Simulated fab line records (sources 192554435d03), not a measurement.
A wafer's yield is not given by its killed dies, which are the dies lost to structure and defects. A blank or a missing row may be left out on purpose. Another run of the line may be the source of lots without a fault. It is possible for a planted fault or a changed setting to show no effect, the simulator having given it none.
Matching of chambers | flow n5_finfet | 4 sister chambers for N5_BEOL_M3_ALD_98 on ald_sin-02
The step deposits SiO2, target thk 2.5 nm, pulse time 1 s, co reactant pulse time 1 s. 18 wafers are shown with their chamber, then 9 later ones without.

## WAFERS WITH THEIR CHAMBER
wafer  | chamber | heater_power_w (W) | precursor_pulse_height_rel | susceptor_temp_C (C)
L074.1 | 0       | 88                 | 1.016                      | 99.83
L074.3 | 1       | 87                 | 0.981                      | 99.72
L074.4 | 2       | 68                 | 0.963                      | 100.08
L075.1 | 0       | 91                 | 0.982                      | 99.78
L075.4 | 1       | 84                 | 1.018                      | 100.14
L075.6 | 3       | 93                 | 1.005                      | 100.04
L078.1 | 2       | 66                 | 0.976                      | 100.39
L078.2 | 1       | 84                 | 1.027                      | 99.83
L078.3 | 3       | 90                 | 0.990                      | 99.96
L079.2 | 3       | 95                 | 1.002                      | 100.15
L079.4 | 2       | 66                 | 0.987                      | 99.93
L079.5 | 1       | 83                 | 0.982                      | 100.10
L084.1 | 0       | 97                 | 0.988                      | 99.93
L084.2 | 3       | 90                 | 0.954                      | 100.09
L084.5 | 3       | 95                 | 1.007                      | 99.77
L090.2 | 2       | 68                 | 0.972                      | 100.01
L090.3 | 1       | 82                 | 1.005                      | 100.23
L090.5 | 0       | 91                 | 0.978                      | 99.95

SIGNATURES (averages over the wafers above)
reading                    | chamber 0 | chamber 1 | chamber 2 | chamber 3 | scatter within a chamber
heater_power_w             | 91.75     | 84.00     | 67.00     | 92.60     | 2.48
precursor_pulse_height_rel | 0.99100   | 1.00260   | 0.97450   | 0.99160   | 0.0186
susceptor_temp_C           | 99.8725   | 100.0040  | 100.1025  | 100.0020  | 0.173
Rule: for a wafer and a chamber, the distance is found by dividing, reading by reading, the gap between the wafer's reading and the chamber's mean by the reading's scatter, squaring, summing and taking the root. The wafer belongs to the nearest chamber; if the next one is less than 2 further off, it can't be placed. The scatter: take each reading less its chamber's mean, square it, sum over the shown wafers, divide by the number of wafers less the number of chambers, and take the root.

## WAFERS WITHOUT THEIR CHAMBER
wafer  | heater_power_w (W) | precursor_pulse_height_rel | susceptor_temp_C (C)
L094.2 | 97                 | 0.981                      | 100.26
L094.4 | 96                 | 0.974                      | 100.02
L094.5 | 67                 | 0.992                      | 100.12
L096.3 | 82                 | 1.008                      | 99.89
L096.5 | 91                 | 0.998                      | 99.83
L096.6 | 94                 | 1.020                      | 99.96
L097.1 | 92                 | 1.006                      | 99.91
L097.3 | 81                 | 1.004                      | 99.92
L097.4 | 70                 | 1.013                      | 99.84

## THE CHAMBER EACH PASSED THROUGH
wafer  | from the rows above     | in truth
L094.2 | can't be placed: 3 or 0 | 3
L094.4 | can't be placed: 3 or 0 | 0
L094.5 | 2                       | 2
L096.3 | 1                       | 1
L096.5 | can't be placed: 0 or 3 | 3
L096.6 | can't be placed: 3 or 0 | 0
L097.1 | can't be placed: 0 or 3 | 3
L097.3 | 1                       | 1
L097.4 | 2                       | 2
4 of 9 placed correctly. Unplaceable from these rows: 5, with the true chamber sitting among the candidates in 5. 0 placed wrongly.
